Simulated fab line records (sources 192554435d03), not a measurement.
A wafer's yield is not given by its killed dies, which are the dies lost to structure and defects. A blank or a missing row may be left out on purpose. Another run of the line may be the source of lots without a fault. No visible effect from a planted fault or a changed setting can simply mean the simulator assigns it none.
fab line records	flow n5Finfet
record lots=6	wafers=17	lastDay=18
route steps=1938 shown FIN_SAQP@113
lots with no fault: from the same line, run without faults
startH: hours from the record's first day to the start of the lot's first wafer shown	waitH: time in hours since the lot's previous step	" as in the row above	L1.1+2: a single row standing in for several wafers	- no value, or no start was given	* or withheld: withheld	< > ~ a bound
route shown NAME@n: NAME is a module with steps in the file, n the number in the route of the first one	usual: the fault-free wafers' mean and standard deviation	same: alike in all rows	chamber/n: place in a boat	sites: per-site readings	_std_site: their standard deviation	_edge_site: mean of outer sites minus mean of inner sites	radiusMm: for every site, how far away it sits from the centre of the wafer	mask NAME#n: copy n	behind: tool/chamber where the wafer was last shaped	hold: cause of the lot's hold/its duration in hours/its outcome	device: which transistor (n, p or np) failed to switch	end of line: tests of these same wafers at the route's end	a step without rows: its recipe alone	killed: at the first sort, the dies lost to defects and structure; wafer yield is something else	map: a wafer's dies, x killed, . not, _ none there
set.NAME: the setting that was run; set.NAME@STEP: the one run at that earlier step	model.NAME: the simulator's own value behind a step, which no gauge read
a table for each step, a row for each wafer; lots at some steps of the route
services: when a tool's chamber went out of use (startH, in hours from the record's first day, below 0 if earlier), for how many hours, and the reason
## steps
# step N5_FIN_SAQP_INSPECT_18
# recipe mode=adi	inspectInstrument=brightfield
# usual rawDefectCount=433/110
lot.wafer	tool	chamber	startH	waitH	rawDefectCount
L354.2	defectInspect-02	-	46.30	0.0	425
L354.4	"	-	"	"	598
L356.1	defectInspect-02	-	58.67	0.0	335
L356.2	"	-	"	"	417
L356.6	"	-	"	"	345
L363.1	defectInspect-02	-	103.20	0.0	639
L363.2	"	-	"	"	486
L363.6	"	-	"	"	610
L365.2	defectInspect-01	-	111.46	0.0	500
L365.3	"	-	"	"	502
L365.5	"	-	"	"	406
L372.3	defectInspect-02	-	154.85	0.0	331
L372.4	"	-	"	"	268
L372.5	"	-	"	"	318
L373.2	defectInspect-01	-	160.08	0.0	501
L373.4	"	-	"	"	452
L373.6	"	-	"	"	476
# step N5_FIN_SAQP_DESCUM_21
# recipe chemistry=O2	timeS=7.9	sourcePowerW=50	biasPowerW=20	pressureMtorr=20	rfFrequencyHz=2.712e+07	tempC=40	resist=CAR-ArF	o2FlowSccm=225
# step N5_FIN_SAQP_ETCH_51
# recipe chemistry=CF4	target=SiARC	targetDepthA=455	maskMaterial=CAR-ArF	timeS=75.8	ionEnergyEv=80	pressureMtorr=40	sourceW=545	biasW=36	Ar_flow_sccm=100	cf4FlowSccm=100	ends=cleared
# step N5_FIN_SAQP_ETCH_52
# recipe chemistry=N2/H2	target=SOC	targetDepthA=1000	overetchA=200	maskMaterial=SiARC	tempC=40	timeS=150	ionEnergyEv=200	pressureMtorr=30	sourceW=840	biasW=150	n2FlowSccm=200	h2FlowSccm=200	ends=endPoint
# usual drypumpMotorCurrentA=5.9/0.5	oesProductAu=0.72/0.074	rfVppV=525.8/2.3	showerheadPlenumPTorr=2.61/0.089	throttleValvePct=17.72/0.28
lot.wafer	tool	chamber	startH	waitH	drypumpMotorCurrentA	oesProductAu	rfHoursCounterH	rfVppV	showerheadPlenumPTorr	throttleValvePct
L354.2	rieDiel-04	3	46.49	0.0	6.3	0.80	31	524.4	2.62	17.63
L354.4	"	1	"	"	5.8	0.65	186	526.7	2.65	17.75
L356.1	rieDiel-06	1	58.80	0.0	6.5	0.83	5	529.2	2.70	17.50
L356.2	"	3	"	"	5.0	0.70	137	526.6	2.67	17.87
L356.6	"	0	"	"	6.3	0.68	-	527.6	2.66	18.09
L363.1	rieDiel-05	1	103.41	0.0	5.8	0.69	121	528.9	2.66	18.19
L363.2	"	3	"	"	5.8	0.65	192	526.6	2.61	17.26
L363.6	"	2	"	"	5.5	0.76	-	523.2	2.49	17.47
L365.2	rieDiel-06	2	112.05	0.0	5.9	0.61	239	523.0	2.47	17.61
L365.3	"	0	"	"	6.4	0.67	178	524.8	2.65	18.14
L365.5	"	3	"	"	5.0	0.68	-	525.8	2.66	17.92
L372.3	rieDiel-06	1	155.13	0.1	6.5	0.76	-	527.9	2.68	17.56
L372.4	"	0	"	"	6.4	0.65	-	526.7	2.64	18.15
L372.5	"	0	"	"	6.3	0.66	-	526.0	2.64	18.17
L373.2	rieDiel-04	3	160.37	0.0	6.3	0.75	70	525.2	2.60	17.71
L373.4	"	1	"	"	5.8	0.63	223	526.0	2.63	17.81
L373.6	"	3	"	"	6.3	0.75	-	524.5	2.60	17.68
# step N5_FIN_SAQP_STRIP_53
# recipe chemistry=N2/H2	tempC=40	n2FlowSccm=200	h2FlowSccm=200	rfFrequencyHz=6e+07
# step N5_FIN_SAQP_HM_OPEN_73
# recipe chemistry=CHF3/O2	target=SiO2	stopOn=a-Si	targetDepthA=120	overEtchFrac=1.8	maskMaterial=SOC	timeS=16.8	pressureMtorr=30	sourceW=650	biasW=170	Ar_flow_sccm=200	CHF3_flow_sccm=50	O2_flow_sccm=5	ionEnergyEv=200	ends=endPoint
# usual drypumpMotorCurrentA=5.9/0.5	oes_ar_750_au=0.81/0.091	oesProductAu=0.48/0.049	rfVppV=527/11	showerheadPlenumPTorr=2.48/0.072	throttleValvePct=18.75/0.28
lot.wafer	tool	chamber	startH	waitH	drypumpMotorCurrentA	oes_ar_750_au	oesProductAu	rfHoursCounterH	rfVppV	showerheadPlenumPTorr	throttleValvePct
L354.2	rieDiel-04	3	46.59	0.0	6.3	0.89	0.53	31	526	2.44	18.39
L354.4	"	1	"	"	5.8	0.71	0.43	186	519	2.50	18.63
L356.1	rieDiel-06	1	58.91	0.0	6.5	0.94	0.56	5	516	2.57	18.63
L356.2	"	3	"	"	5.1	0.77	0.46	137	529	2.50	18.64
L356.6	"	0	"	"	6.3	0.75	0.46	-	555	2.52	19.06
L363.1	rieDiel-05	1	103.52	0.0	5.8	0.77	0.46	121	529	2.54	19.32
L363.2	"	3	"	"	5.8	0.74	0.44	193	524	2.48	18.40
L363.6	"	2	"	"	5.4	0.86	0.51	-	533	2.35	18.43
L365.2	rieDiel-06	2	112.15	0.0	5.9	0.67	0.40	239	522	2.38	18.89
L365.3	"	0	"	"	6.3	0.73	0.44	178	554	2.51	19.09
L365.5	"	3	"	"	5.0	0.76	0.45	-	529	2.50	18.70
L372.3	rieDiel-06	1	155.27	0.0	6.5	0.86	0.50	-	516	2.55	18.67
L372.4	"	0	"	"	6.4	0.73	0.44	-	553	2.50	19.12
L372.5	"	0	"	"	6.3	0.73	0.44	-	554	2.50	19.13
L373.2	rieDiel-04	3	160.48	0.0	6.3	0.83	0.50	70	525	2.43	18.42
L373.4	"	1	"	"	5.8	0.69	0.42	223	519	2.48	18.67
L373.6	"	3	"	"	6.3	0.85	0.50	-	526	2.43	18.43
# step N5_FIN_SAQP_STRIP_74
# recipe chemistry=CHF3/O2	resist=SiARC	rfFrequencyHz=6e+07
# step N5_FIN_SAQP_MANDREL_ETCH_22
# recipe targetDepthA=600	chemistry=HBr/Cl2	target=a-Si	stopOn=SiNx	btTimeS=10	overEtchFrac=0.5	timeS=30	pressureMtorr=10	icpW=800	biasW=75	HBr_flow_sccm=150	Cl2_flow_sccm=80	ends=endPoint
# step N5_FIN_SAQP_STRIP_55
# recipe chemistry=N2/H2	powerW=500	tempC=40	pressureMtorr=50	rfFrequencyHz=6e+07	overashFraction=0.3	biasPowerW=28	h2Frac=0.5	n2FlowSccm=300	h2FlowSccm=300
# step N5_FIN_SAQP_STRIP_23
# recipe chemistry=SPM	timeS=750	tempC=130	h2so4H2o2VolRatio=4
# step N5_FIN_SAQP_SRD_66
# recipe dry=ipaMarangoni	timeS=30	tempC=23	rinseLiquid=diw
# step N5_FIN_SAQP_RECESS_75
# recipe chemistry=HF/NH3	target=SiO2	targetDepthA=144	afsCycles=3	tempC=30	sublimationTempC=180	sublimationTimeS=60
# usual drypumpMotorCurrentA=6.09/0.23
lot.wafer	tool	chamber	startH	waitH	drypumpMotorCurrentA
L354.2	vaporEtch-02	0	47.10	0.0	6.44
L354.4	"	0	"	"	6.47
L356.1	vaporEtch-01	0	59.58	0.2	5.93
L356.2	"	1	"	"	5.89
L356.6	"	1	"	"	5.89
L363.1	vaporEtch-02	1	104.07	0.0	6.28
L363.2	"	0	"	"	6.47
L363.6	"	0	"	"	6.45
L365.2	vaporEtch-01	0	112.66	0.0	5.91
L365.3	"	0	"	"	5.91
L365.5	"	1	"	"	5.86
L372.3	vaporEtch-02	0	155.90	0.1	6.45
L372.4	"	1	"	"	6.32
L372.5	"	1	"	"	6.27
L373.2	vaporEtch-01	1	160.99	0.0	5.86
L373.4	"	0	"	"	5.89
L373.6	"	1	"	"	5.89
# step N5_FIN_SAQP_SPACER1_ALD_24
# recipe material=SiO2	targetThkA=203	tempC=300	aldPrecursorFamily=BDEAS	aldCoReactant=O2-plasma	pulseTimeS=1	purgeTimeS=2	coReactantPurgeTimeS=2	aldCycles=218	pressureTorr=2
# usual aldCycles=218/0	heaterPowerW=479/74	precursorPulseHeightRel=1.001/0.021
lot.wafer	tool	chamber	startH	waitH	aldCycles	heaterPowerW	precursorPulseHeightRel	model.SiO2_of_FIN_SAQP_SPACER1_ALD_24.thkNm
L354.2	aldSin-03	2	47.64	0.4	218	399	0.964	20
L354.4	"	0	"	"	218	512	0.996	20.2
L356.1	aldSin-01	1	60.09	0.4	218	331	1.003	20.4
L356.2	"	0	"	"	218	527	1.019	20.4
L356.6	"	3	"	"	218	596	0.998	20.2
L363.1	aldSin-01	2	104.56	0.4	169	407	1.000	15.8
L363.2	"	3	"	"	169	600	0.994	15.8
L363.6	"	1	"	"	169	331	1.005	15.8
L365.2	aldSin-01	1	113.05	0.3	169	337	0.993	15.8
L365.3	"	3	"	"	169	621	0.998	15.8
L365.5	"	0	"	"	169	520	0.981	15.6
L372.3	aldSin-02	3	156.17	0.1	218	499	1.022	20.6
L372.4	"	0	"	"	218	519	0.987	20.4
L372.5	"	1	"	"	218	439	0.981	20.4
L373.2	aldSin-02	0	161.37	0.3	218	514	0.994	20.4
L373.4	"	3	"	"	218	516	0.987	20.4
L373.6	"	2	"	"	218	493	1.005	20.2
# step N5_FIN_SAQP_SPACER1_ETCHBACK_25
# recipe chemistry=CHF3/O2	mode=anisotropicEtchback	target=SiO2	targetDepthA=244	timeS=12.2	pressureMtorr=30	sourceW=650	biasW=170	Ar_flow_sccm=200	CHF3_flow_sccm=50	O2_flow_sccm=5	ionEnergyEv=200
# usual drypumpMotorCurrentA=5.9/0.43	oes_ar_750_au=0.81/0.079	oesProductAu=0.81/0.08	rfVppV=526/7.7	showerheadPlenumPTorr=2.46/0.082	throttleValvePct=18.8/0.32
lot.wafer	tool	chamber	startH	waitH	drypumpMotorCurrentA	oes_ar_750_au	oesProductAu	rfHoursCounterH	rfVppV	showerheadPlenumPTorr	throttleValvePct
L354.2	rieDiel-04	2	48.36	0.4	6.3	0.87	0.87	43	525	2.56	18.9
L354.4	"	3	"	"	6.3	0.90	0.89	32	526	2.44	18.5
L356.1	rieDiel-05	3	60.81	0.4	5.9	0.75	0.74	176	524	2.49	18.5
L356.2	"	2	"	"	5.4	0.89	0.90	37	532	2.35	18.5
L356.6	"	2	"	"	5.4	0.88	0.91	-	533	2.35	18.5
L363.1	rieDiel-06	3	105.28	0.4	5.0	0.75	0.76	154	530	2.50	18.7
L363.2	"	0	"	"	6.4	0.73	0.75	175	554	2.51	19.2
L363.6	"	3	"	"	5.0	0.76	0.76	-	531	2.50	18.7
L365.2	rieDiel-04	2	113.76	0.4	6.3	0.84	0.84	67	523	2.55	18.9
L365.3	"	1	"	"	5.8	0.70	0.70	207	521	2.49	18.7
L365.5	"	3	"	"	6.3	0.86	0.87	-	524	2.43	18.5
L372.3	rieDiel-05	3	157.01	0.5	5.8	0.72	0.71	211	524	2.47	18.5
L372.4	"	2	"	"	5.4	0.85	0.85	68	533	2.34	18.5
L372.5	"	0	"	"	6.2	0.90	0.89	-	521	2.54	18.5
L373.2	rieDiel-04	3	162.09	0.4	6.3	0.84	0.84	71	526	2.43	18.5
L373.4	"	1	"	"	5.8	0.69	0.68	223	519	2.48	18.8
L373.6	"	3	"	"	6.3	0.84	0.84	-	525	2.43	18.5
# step N5_FIN_SAQP_MANDREL1_REMOVE_56
# recipe chemistry=HBr/Cl2/O2	btTimeS=10	target=a-Si	stopOn=SiNx	endpoint=OES-SiCl	overEtchFrac=1	icpW=600	biasW=22	HBr_flow_sccm=150	Cl2_flow_sccm=80	O2_flow_sccm=5	pressureMtorr=10
# usual HBr_flow_sccm=150.0/0.45	drypumpMotorCurrentA=5.8/0.33	oesProductAu=0.998/0.014	throttleValvePct=36.8/0.38
lot.wafer	tool	chamber	startH	waitH	HBr_flow_sccm	drypumpMotorCurrentA	oesProductAu	rfHoursCounterH	throttleValvePct	model.FIN_SAQP.cdNm
L354.2	rieSi-04	2	48.45	0.1	150.0	5.7	0.994	92	37.1	20.2
L354.4	"	3	"	"	150.0	5.6	0.998	-	36.6	20.4
L356.1	rieSi-02	0	60.90	0.1	150.1	6.1	1.008	81	36.7	20.4
L356.2	"	3	"	"	150.0	6.8	0.977	40	36.6	20.4
L356.6	"	3	"	"	149.4	6.8	0.976	-	36.6	20.2
L363.1	rieSi-04	0	105.36	0.1	149.5	5.6	0.987	8	36.2	15.8
L363.2	"	1	"	"	149.5	5.8	1.000	1	36.6	15.8
L363.6	"	0	"	"	150.4	5.6	0.993	-	36.2	15.6
L365.2	rieSi-02	0	113.85	0.1	149.8	6.2	0.998	82	36.7	15.8
L365.3	"	2	"	"	150.5	6.2	1.004	3	36.3	16
L365.5	"	0	"	"	149.6	6.1	0.997	-	36.7	15.6
L372.3	rieSi-04	3	157.10	0.1	150.4	5.6	0.995	97	36.6	20.6
L372.4	"	1	"	"	150.1	5.8	1.003	2	36.6	20.4
L372.5	"	2	"	"	150.7	5.7	0.990	-	37.1	20.6
L373.2	rieSi-01	2	162.18	0.1	150.5	5.6	0.970	7	36.7	20.4
L373.4	"	0	"	"	149.1	5.5	1.007	88	36.7	20.4
L373.6	"	3	"	"	149.8	6.2	1.014	-	37.6	20.2
# step N5_FIN_SAQP_CD_MEAS_27
# recipe targetCdNm=20	landingEnergyEv=1000	detector=seInlens	polarity=line
# usual cdNm=20.36/0.25
lot.wafer	tool	chamber	startH	waitH	cdNm
L354.2	cdSem-01	0	48.56	0.1	20.25
L354.4	"	0	"	"	20.55
L356.1	cdSem-03	0	61.01	0.1	20.37
L356.2	"	0	"	"	20.54
L356.6	"	0	"	"	19.89
L363.1	cdSem-01	0	105.47	0.1	15.78
L363.2	"	0	"	"	15.91
L363.6	"	0	"	"	15.85
L365.2	cdSem-02	0	113.96	0.1	16.02
L365.3	"	0	"	"	15.69
L365.5	"	0	"	"	15.30
L372.3	cdSem-02	0	157.21	0.1	20.69
L372.4	"	0	"	"	20.42
L372.5	"	0	"	"	20.63
L373.2	cdSem-01	0	162.29	0.1	20.65
L373.4	"	0	"	"	20.59
L373.6	"	0	"	"	19.97
# step N5_FIN_SAQP_ETCH_57
# recipe chemistry=CH3F/O2	target=SiNx	maskMaterial=SiO2	targetDepthA=325	timeS=46.4	pressureMtorr=30	sourceW=395	biasW=73	Ar_flow_sccm=150	CH3F_flow_sccm=30	O2_flow_sccm=20	ionEnergyEv=120	ends=cleared
# usual drypumpMotorCurrentA=5.9/0.5	etchRfOnTimeS=46.1/1	oes_ar_750_au=0.81/0.085	oesProductAu=0.69/0.072	rfVppV=298/5.4	showerheadPlenumPTorr=2.05/0.066	throttleValvePct=16.27/0.24
lot.wafer	tool	chamber	startH	waitH	drypumpMotorCurrentA	etchRfOnTimeS	oes_ar_750_au	oesProductAu	rfHoursCounterH	rfVppV	showerheadPlenumPTorr	throttleValvePct
L354.2	rieDiel-04	2	48.61	0.0	6.3	45.5	0.87	0.74	43	296	2.13	16.30
L354.4	"	3	"	"	6.3	46.3	0.88	0.77	32	300	2.03	15.93
L356.1	rieDiel-06	3	61.06	0.0	5.0	45.8	0.78	0.67	138	301	2.08	16.14
L356.2	"	1	"	"	6.5	43.0	0.94	0.81	6	292	2.13	16.10
L356.6	"	3	"	"	5.0	46.2	0.78	0.67	-	300	2.08	16.16
L363.1	rieDiel-06	0	105.60	0.1	6.3	45.7	0.73	0.64	175	314	2.09	16.62
L363.2	"	3	"	"	5.0	44.4	0.76	0.66	154	301	2.07	16.20
L363.6	"	3	"	"	5.0	46.2	0.76	0.66	-	300	2.07	16.18
L365.2	rieDiel-04	0	114.01	0.0	4.9	46.6	0.92	0.77	29	298	1.96	16.49
L365.3	"	2	"	"	6.3	44.5	0.83	0.72	67	299	2.12	16.35
L365.5	"	0	"	"	5.0	46.6	0.92	0.77	-	297	1.96	16.49
L372.3	rieDiel-06	0	157.41	0.2	6.3	45.9	0.72	0.63	-	314	2.08	16.67
L372.4	"	1	"	"	6.5	44.6	0.86	0.74	-	294	2.12	16.16
L372.5	"	1	"	"	6.5	43.9	0.87	0.74	-	292	2.12	16.15
L373.2	rieDiel-05	0	162.33	0.0	6.2	46.3	0.89	0.75	27	295	2.11	15.91
L373.4	"	3	"	"	5.8	46.9	0.72	0.61	214	299	2.06	16.06
L373.6	"	1	"	"	5.8	45.1	0.76	0.64	-	300	2.10	16.85
## services
tool	chamber	startH	hours	kind
rieSi-04	-	22.79	1.1	repair
rieDiel-06	1	26.36	-	clean
rieDiel-06	1	26.36	-	consumableReplace:focusRing
rieDiel-06	1	26.36	-	consumableReplace:showerhead
rieDiel-06	1	26.36	16.9	scheduledDown
rieDiel-06	1	26.36	16.9	ventCycle
aldSin-02	-	38.49	0.8	repair
rieSi-04	3	41.88	2.1	repair
rieDiel-05	-	47.62	0.7	repair
rieDiel-06	2	59.96	2.2	repair
vaporEtch-02	0	60.08	22.2	repair
aldSin-01	3	63.61	4.6	repair
rieDiel-04	1	65.80	6.9	repair
aldSin-01	3	79.10	6.3	repair
vaporEtch-01	-	80.07	0.1	repair
rieSi-01	0	83.12	11.9	repair
rieSi-02	3	93.25	2.0	repair
aldSin-03	-	95.80	0.5	repair
rieSi-04	3	101.02	8.2	repair
rieDiel-05	2	133.03	8.9	repair
rieDiel-04	-	137.93	0.3	repair
aldSin-03	3	142.01	13.5	repair
rieDiel-06	2	146.63	-	clean
rieDiel-06	2	146.63	18.4	scheduledDown
## key
firstSign step=N5_FIN_SAQP_SPACER1_ALD_24	reading=aldCycles	direction=down	sigmas=99+	usual=*	struck=*
effect step=N5_FIN_SAQP_CD_MEAS_27	reading=cdNm	direction=down	sigmas=19	usual=20.36	struck=15.76
modelEffect step=N5_FIN_SAQP_SPACER1_ALD_24	value=SiO2_of_FIN_SAQP_SPACER1_ALD_24.thkNm	without=20.37	struck=15.77
modelEffect step=N5_FIN_SAQP_MANDREL1_REMOVE_56	value=FIN_SAQP.cdNm	without=20.33	struck=15.77
metAt N5_FIN_SAQP_SPACER1_ALD_24
struckWafers L363.1,L363.2,L363.6,L365.2,L365.3,L365.5
sortLeftOut L363.1,L363.2,L363.6,L365.2,L365.3,L365.5
testerLeftOut L363,L365
onsetBetween 60.09 104.56
fault kind=processParameterDrift	tool=aldSin-01	chamber=-	onsetH=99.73	steps=N5_FIN_SAQP_SPACER1_ALD_24	channel=aldCycles	offset=*	shape=step	endH=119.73	actsIn=*	stated=*
# testerLeftOut: of these lots the tester's yield and bins aren't shown, on N5 and GAA mostly nor the transistor test; their killed dies are dies lost to structure and defects alone, not to doping, threshold or leakage, so they don't give the yield
# sortLeftOut: the simulated sort isn't trusted on such a fault, so these wafers' sort isn't shown, and their yield isn't known
